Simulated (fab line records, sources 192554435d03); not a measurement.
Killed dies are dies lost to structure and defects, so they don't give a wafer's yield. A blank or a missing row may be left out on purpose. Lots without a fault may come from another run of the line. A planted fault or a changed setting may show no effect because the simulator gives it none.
Chamber matching | flow n5_finfet | N5_BEOL_M1_ETCH_63 on rie_diel-01: 4 sister chambers
The step etches SiARC in CF4, target depth 15.6 nm, time 26 s. 8 wafers are shown with their chamber, then 7 later ones without.

WAFERS WITH THEIR CHAMBER
wafer  | chamber | showerhead_plenum_p_Torr (Torr) | throttle_valve_pct (%)
L074.1 | 3       | 2.06                            | 15.60
L074.6 | 0       | 2.19                            | 16.03
L086.5 | 2       | 2.13                            | 15.72
L090.2 | 0       | 2.19                            | 15.57
L090.5 | 1       | 2.18                            | 15.24
L090.6 | 2       | 2.13                            | 15.74
L094.1 | 1       | 2.17                            | 15.26
L094.2 | 3       | 2.05                            | 15.67

WAFERS WITHOUT THEIR CHAMBER
wafer  | showerhead_plenum_p_Torr (Torr) | throttle_valve_pct (%)
L094.3 | 2.12                            | 15.75
L095.2 | 2.12                            | 15.77
L095.3 | 2.18                            | 15.60
L095.5 | 2.18                            | 15.60
L096.2 | 2.17                            | 15.26
L096.4 | 2.18                            | 15.58
L096.5 | 2.17                            | 15.28

WHICH CHAMBER EACH WENT THROUGH
wafer  | from the rows above     | in truth
L094.3 | 2                       | 2
L095.2 | 2                       | 2
L095.3 | can't be placed: 0 or 1 | 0
L095.5 | can't be placed: 0 or 1 | 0
L096.2 | 1                       | 1
L096.4 | can't be placed: 1 or 0 | 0
L096.5 | 1                       | 1
Placed correctly: 4 of 7. Can't be placed from these rows: 3 (the true chamber is among the candidates in 3). Placed wrongly: 0.
How it was worked out, from the rows above alone: a wafer's distance from a chamber is the root of the sum, over the readings, of the square of ((its reading less the chamber's mean) divided by the reading's scatter). The wafer belongs to the nearest chamber; if the next one is less than 2 further off, it can't be placed. A chamber's mean is the mean of its shown wafers. The scatter: the root of (the sum of the squares of (reading less its chamber's mean) over the shown wafers, divided by (wafers less chambers)).
